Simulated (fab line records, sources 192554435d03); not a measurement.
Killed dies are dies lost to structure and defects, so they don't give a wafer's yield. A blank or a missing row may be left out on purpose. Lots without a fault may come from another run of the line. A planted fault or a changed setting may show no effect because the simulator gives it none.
A struck lot beside a sound one | flow n5_finfet | 19 steps out of a route of 1938
Sound: wafers L393.2, L393.4, L393.6. Struck: wafers L400.2, L400.3. (L400.4 of the same lot was not struck and is left out.) The cause comes at the end.
At each step with rows: each side's tool, then ch and its chambers, then its first start. Under that, the readings that differ: sound wafers | struck wafers | difference of the means | sigmas: that difference in standard deviations of wafers without a fault.
alike: readings whose means differ by less than 2 such deviations, and words and numbers that are the same on both sides. not compared: withheld readings, readings that some wafer has no value for, bounds like >300 that may hide the same value, and numbers for which the record gives no deviation and whose values overlap.
The two part at a step that has a row with sigmas, a row that says differs or no value, or rows on one side only. Numbers that don't overlap but have no deviation are shown without sigmas and don't part them. A reading that every wafer of one side lacks parts them only if that side has two wafers or more.

N5_BEOL_M11_CMP_52: polishes, stops on SiCOH lowk, t overpolish 7 s, target thk 140 nm.
  sound on cmp-03 ch 0,1,3, day 11 20:50; struck on cmp-02 ch 1,3, day 13 22:33
  reading                      | sound          | struck    | difference | sigmas
  barrier_field_endpoint_s (s) | 28.6 29.0 30.5 | 27.6 27.9 | -1.6       | -2
  time_to_endpoint_s (s)       | 67 63 72       | 61 59     | -7         | -2
  alike: motor_current_A, overpolish_run_s, platen_rpm, retaining_ring_pressure_frac
N5_BEOL_M11_THK_MEAS_53: measures by xrf.
  sound on film_metro-01, day 11 21:04; struck on film_metro-02, day 13 22:50
  alike: M11_THK
then, 1 step without rows for these wafers: N5_BEOL_M11_PRE_CLEAN_55 (time 15 s).
N5_BEOL_M11_DEP_56: deposits SiCN from 3MS/NH3, target thk 30 nm, time 10.5 s.
  sound on pecvd-02 ch 1,2, day 11 21:07; struck on pecvd-03 ch 0,2, day 13 22:54
  alike: showerhead_plenum_p_Torr, throttle_valve_pct
N5_BEOL_M11_RS_MEAS_57: measures by four-point-probe.
  sound on film_metro-01, day 11 21:11; struck on film_metro-02, day 13 22:58
  alike: M11_RS
N5_BEOL_M11_INSPECT_58: inspects for defects (darkfield).
  sound on defect_inspect-02, day 11 21:13; struck on defect_inspect-01, day 13 22:59
  alike: raw_defect_count
N5_BEOL_M12_ILD_DEP_00: deposits SiOC from DEMS/O2, target thk 658.92 nm, time 130.7 s.
  sound on pecvd-01 ch 1,2, day 11 21:15; struck on pecvd-01 ch 0,1, day 13 23:02
  alike: heater_power_w, showerhead_plenum_p_Torr, throttle_valve_pct
N5_BEOL_M12_THK_MEAS_01:
  sound on film_metro-02, day 11 21:23; struck on film_metro-01, day 13 23:13
  alike: M12_ILD_THK
then, 4 steps without rows for these wafers: N5_BEOL_M12_COAT_58 (time 60 s, resist thk 89 nm); N5_BEOL_M12_COAT_04 (resist thk 400 nm); N5_BEOL_M12_EBR_06; N5_BEOL_M12_SOFTBAKE_05 (time 60 s).
N5_BEOL_M12_EXPOSE_07: exposes mask V11.
  sound on krf_scanner-02 ch 0, day 11 21:38; struck on krf_scanner-02 ch 0, day 13 23:28
  alike: mask
then, 3 steps without rows for these wafers: N5_BEOL_M12_PEB_08 (peb time 90 s); N5_BEOL_M12_DEVELOP_09 (develop time 45 s); N5_BEOL_M12_HARDBAKE_14 (time 120 s).
N5_BEOL_M12_CD_MEAS_10: target cd 140 nm.
  sound on cd_sem-02 ch 0, day 11 21:49; struck on cd_sem-02 ch 0, day 13 23:38
  reading    | sound             | struck      | difference | sigmas
  cd_nm (nm) | 140.5 141.7 142.7 | 125.5 129.5 | -14.1      | -7
N5_BEOL_M12_OVL_MEAS_11:
  sound on overlay-02 ch 0, day 11 21:50; struck on overlay-01 ch 0, day 13 23:40
  reading      | sound  | struck | difference | sigmas
  V11_OVL (nm) | 12 3 4 | -9 -11 | -16        | -3
-- the record jumps here: 2 days lie between the struck wafers' starts before and after (it left off in module BEOL_M12 and takes up again in module PASSIVATION, whose first step shown is number 1936 of the route) --
N5_PASSIVATION_PROBE_49:
  the record has rows for the struck wafers here (prober-01, day 16 04:31) and none for the sound ones

WHERE THEY PART
First at N5_BEOL_M11_CMP_52; last, within this record, at N5_PASSIVATION_PROBE_49.

WHY: what the simulator had put in
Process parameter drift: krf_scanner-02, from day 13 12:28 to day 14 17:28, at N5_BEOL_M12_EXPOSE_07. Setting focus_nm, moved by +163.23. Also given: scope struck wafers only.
